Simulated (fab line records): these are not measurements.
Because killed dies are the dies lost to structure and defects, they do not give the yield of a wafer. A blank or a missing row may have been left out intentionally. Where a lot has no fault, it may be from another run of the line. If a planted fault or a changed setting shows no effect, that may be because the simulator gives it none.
A struck lot beside a sound one :: flow n5-finfet :: 14 out of 1938 route steps
Sound: these wafers, L180.1, L180.4, L180.6. Wafers struck: L166.2, L166.3, L166.6. The cause comes at the end.
Each step with rows lists, per side, the tool, then ch with its chambers, then its first start. Under that, the readings that differ: sound wafers :: struck wafers :: difference of the means :: sigmas: that difference in standard deviations of wafers without a fault.
alike: a reading whose means differ by less than 2 such deviations, as well as words and numbers matching on both sides. not compared: withheld readings; readings where some wafer has no value; bounds like >300 that might hide an equal value; numbers whose values overlap and for which the record gives no deviation.
Wherever a step has rows on one side only, a row that says differs or no value, or a row with sigmas, the two part there. When numbers do not overlap yet have no deviation, they are printed without sigmas and do not part them. A reading that every wafer of one side lacks parts them only if that side has two wafers or more.

first, 4 steps without rows for these wafers: N5_WELL_APT_OXIDE_STRIP_42 (strips SiO2 in dHF, time 45 s, target depth 12 nm); N5_WELL_APT_PRECLEAN_36 (cleans in O3/DIW, time 45 s); N5_WELL_APT_PRECLEAN_39 (cleans in dHF, time 60 s); N5_WELL_APT_SRD_37 (time 30 s).
N5_WELL_APT_EPI_41: deposits Si from SiH4/H2, target thk 50 nm, time 297.7 s.
  sound on epi-rpcvd-02 ch 0, day 7 04:47; struck on epi-rpcvd-02 ch 0, day 3 15:53
  alike: throttle-valve-pct
N5_WELL_APT_INSPECT_38: inspects for defects (darkfield).
  sound on defect-inspect-02, day 7 05:25; struck on defect-inspect-01, day 3 16:25
  alike: raw-defect-count
N5_PMOS_HMC_CHANNEL_EPI_HM_DEP_34: deposits SiO2 from TEOS/O2, target thk 36 nm, time 6.9 s.
  sound on pecvd-03 ch 0,1, day 7 05:28; struck on pecvd-01 ch 0,1, day 3 16:28
reading: showerhead-plenum-p-Torr (Torr)
sound: 8.41 8.38 8.40
struck: 8.27 8.31 8.33
difference: -0.09
sigmas: -2
  alike: heater-power-w, throttle-valve-pct
then, 5 steps without rows for these wafers: N5_PMOS_HMC_CHANNEL_EPI_COAT_31 (time 60 s, resist thk 66 nm); N5_PMOS_HMC_CHANNEL_EPI_COAT_03 (resist thk 205 nm); N5_PMOS_HMC_CHANNEL_EPI_EBR_05; N5_PMOS_HMC_CHANNEL_EPI_SOFTBAKE_04 (time 60 s); N5_PMOS_HMC_CHANNEL_EPI_EXPOSE_06 (exposes mask PMOS HMC BLK, target cd 240 nm).
N5_PMOS_HMC_CHANNEL_EPI_PEB_07: peb time 60 s.
  sound on litho-track-04 ch 0, day 7 05:48; struck on litho-track-03, day 3 16:48
  no value came back on the struck wafers for chill-plate-temp-C (C), exhaust-pa (Pa); on the sound wafers chill-plate-temp-C (C) reads 23.09 22.92 23.02
then, 1 step without rows for these wafers: N5_PMOS_HMC_CHANNEL_EPI_DEVELOP_08 (develop time 30 s).

## WHERE THEY PART
First at N5_PMOS_HMC_CHANNEL_EPI_HM_DEP_34; last, within this record, at N5_PMOS_HMC_CHANNEL_EPI_PEB_07.

WHY: what had been put in by the simulator
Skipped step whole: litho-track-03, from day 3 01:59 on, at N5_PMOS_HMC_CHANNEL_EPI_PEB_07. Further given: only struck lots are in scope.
